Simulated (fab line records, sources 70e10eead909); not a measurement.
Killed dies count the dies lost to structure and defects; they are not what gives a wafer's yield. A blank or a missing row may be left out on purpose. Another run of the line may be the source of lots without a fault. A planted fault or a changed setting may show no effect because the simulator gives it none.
Chamber matching || flow nand_harc || 3 sister chambers for NHARC_P_CONTACT_DEP_30 on pecvd-02
The step deposits SiNx, target thk 30 nm. 3 wafers are shown with their chamber, then 7 later ones without.

== WAFERS, EACH WITH ITS CHAMBER ==
{"wafer": "L851.3", "chamber": 2, "heater_power_outer_w (W)": 415}
{"wafer": "L854.2", "chamber": 0, "heater_power_outer_w (W)": 609}
{"wafer": "L854.3", "chamber": 1, "heater_power_outer_w (W)": 391}

== WAFERS MISSING THEIR CHAMBER ==
{"wafer": "L854.4", "heater_power_outer_w (W)": 389}
{"wafer": "L860.1", "heater_power_outer_w (W)": 425}
{"wafer": "L860.3", "heater_power_outer_w (W)": 456}
{"wafer": "L860.5", "heater_power_outer_w (W)": 428}
{"wafer": "L866.1", "heater_power_outer_w (W)": 413}
{"wafer": "L866.3", "heater_power_outer_w (W)": 456}
{"wafer": "L866.6", "heater_power_outer_w (W)": 417}

== EACH ONE'S CHAMBER ==
{"wafer": "L854.4", "from the rows above": "can't be placed: 1 or 2", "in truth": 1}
{"wafer": "L860.1", "from the rows above": "can't be placed: 2 or 1", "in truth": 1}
{"wafer": "L860.3", "from the rows above": "can't be placed: 2 or 1", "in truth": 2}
{"wafer": "L860.5", "from the rows above": "can't be placed: 2 or 1", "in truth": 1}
{"wafer": "L866.1", "from the rows above": "can't be placed: 2 or 1", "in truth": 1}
{"wafer": "L866.3", "from the rows above": "can't be placed: 2 or 1", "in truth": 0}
{"wafer": "L866.6", "from the rows above": "can't be placed: 2 or 1", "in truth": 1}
Correctly placed: 0 of 7. Can't be placed from these rows: 7 (the true chamber is among the candidates in 6). Placed wrongly: 0.
How it was worked out, from the rows above alone: a wafer's distance from a chamber is the root of the sum, over the readings, of the square of ((its reading less the chamber's mean) divided by the reading's scatter). If the next closest chamber is less than 2 further off than the closest, the wafer can't be placed; otherwise it belongs to the closest. Each chamber's mean is taken over the wafers shown for it. The scatter: root of mean squared gap, hidden wafer to nearest shown wafer, with one shown wafer a chamber.
